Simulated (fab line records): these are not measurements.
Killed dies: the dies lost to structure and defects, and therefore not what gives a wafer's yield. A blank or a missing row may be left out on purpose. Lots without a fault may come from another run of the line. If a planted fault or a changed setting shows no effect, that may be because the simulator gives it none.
Split-lot experiment | flow n5 finfet | on a route of 1938 steps: 7 lots, 39 wafers read

## ABOUT THE SPLIT
At N5_DUMMY_GATE_ETCH_37 (etches SOC in N2/H2, target depth 60 nm, overetch 30 nm), the setting source w was moved away from the recipe's 840 W on 15 of the 39 wafers read, by -15.8% to +12.5%. All remaining wafers had this setting at the recipe value.

The reading is taken at the split's own step.

## THE READING
rf vpp V, in V, at N5_DUMMY_GATE_ETCH_37 (etches SOC in N2/H2, target depth 60 nm, overetch 30 nm). A value of 524.9 V with a standard deviation of 1.7 V is what fault-free wafers of this fab line usually give.

wafer  | tool, chamber at the split | source w as run, W | against the recipe | rf vpp V, V | against lot-mates on the recipe
L075.1 | rie diel-05, 2             | 771.1              | -8.2%              | 540.9       | +16.4
L075.2 | rie diel-05, 3             | 840                | recipe             | 523.2       | -
L075.3 | rie diel-05, 1             | 840                | recipe             | 525.0       | -
L075.4 | rie diel-05, 0             | 771.1              | -8.2%              | 541.9       | +17.4
L075.5 | rie diel-05, 1             | 840                | recipe             | 525.3       | -
L075.6 | rie diel-05, 2             | 771.1              | -8.2%              | 540.7       | +16.2
L080.1 | rie diel-06, 1             | 907.9              | +8.1%              | 513.3       | -10.7
L080.2 | rie diel-06, 2             | 840                | recipe             | 523.7       | -
L080.3 | rie diel-06, 0             | 907.9              | +8.1%              | 513.0       | -11.0
L080.4 | rie diel-06, 3             | 840                | recipe             | 523.5       | -
L080.5 | rie diel-06, 1             | 907.9              | +8.1%              | 512.4       | -11.6
L080.6 | rie diel-06, 2             | 840                | recipe             | 524.7       | -
L082.1 | rie diel-05, 0             | 840                | recipe             | 529.8       | -
L082.5 | rie diel-05, 2             | 840                | recipe             | 526.2       | -
L082.6 | rie diel-05, 3             | 840                | recipe             | 522.8       | -
L087.1 | rie diel-01, 3             | 706.9              | -15.8%             | 557.0       | +33.2
L087.2 | rie diel-01, 2             | 840                | recipe             | 522.3       | -
L087.3 | rie diel-01, 1             | 706.9              | -15.8%             | 556.4       | +32.6
L087.4 | rie diel-01, 3             | 706.9              | -15.8%             | 555.0       | +31.2
L087.5 | rie diel-01, 1             | 840                | recipe             | 526.0       | -
L087.6 | rie diel-01, 2             | 840                | recipe             | 523.2       | -
L091.1 | rie diel-05, 3             | 944.8              | +12.5%             | 502.5       | -22.3
L091.2 | rie diel-05, 2             | 840                | recipe             | 526.3       | -
L091.3 | rie diel-05, 1             | 944.8              | +12.5%             | 505.6       | -19.2
L091.4 | rie diel-05, 0             | 944.8              | +12.5%             | 507.8       | -17.0
L091.5 | rie diel-05, 1             | 840                | recipe             | 524.8       | -
L091.6 | rie diel-05, 2             | 840                | recipe             | 523.4       | -
L093.1 | rie diel-05, 3             | 761.3              | -9.4%              | 540.2       | +14.6
L093.2 | rie diel-05, 1             | 761.3              | -9.4%              | 542.5       | +16.9
L093.3 | rie diel-05, 2             | 761.3              | -9.4%              | 540.6       | +15.0
L093.4 | rie diel-05, 0             | 840                | recipe             | 526.2       | -
L093.5 | rie diel-05, 2             | 840                | recipe             | 526.2       | -
L093.6 | rie diel-05, 1             | 840                | recipe             | 524.3       | -
L094.1 | rie diel-06, 3             | 840                | recipe             | 521.3       | -
L094.2 | rie diel-06, 1             | 840                | recipe             | 527.2       | -
L094.3 | rie diel-06, 2             | 840                | recipe             | 522.4       | -
L094.4 | rie diel-06, 0             | 840                | recipe             | 524.4       | -
L094.5 | rie diel-06, 3             | 840                | recipe             | 521.3       | -
L094.6 | rie diel-06, 2             | 840                | recipe             | 523.8       | -

THE FIT
A straight line over all 39 wafers: rf vpp V changes by -1.78 V for each +1% of source w; r = -0.98; the points scatter about the line by 2.2 V.
The same after taking each lot's own level away (the mean of its wafers on the recipe; 39 wafers): -1.78 V for each +1%; r = -0.98; scatter 2.2 V.
According to that fit, moving source w by its largest amount changes the reading by 28 V.
Measured against the standard deviation above, the lots' own levels, which go from 523.40 to 526.27 V, span 1.7 times it.
The two slopes are in agreement: the lot-to-lot level therefore moves the slope only a little.
Check: +28.4 V against its lot-mates is what the line predicts for one of the wafers moved furthest among these (-15.8%) when that wafer is left out of the fit. It came out at +33.2 V against them.
Tool readings at the split's step, against how far the setting was moved: rf vpp V r = -0.98.

## THESE WAFERS: OTHER SPLITS
Other splits were also applied to these wafers ahead of the reading. Each is held against what the fit with the lots' levels taken away leaves over:
other split on the same wafers  | wafers away from the commonest value | r with rf vpp V (lot level and that fit taken away)
N5_DUMMY_GATE_EXPOSE_12 dose mj | 12                                   | +0.15

## THE FILE'S OWN FIT
rf vpp V changes by -1.8 V for each +1% of source w, r = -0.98.
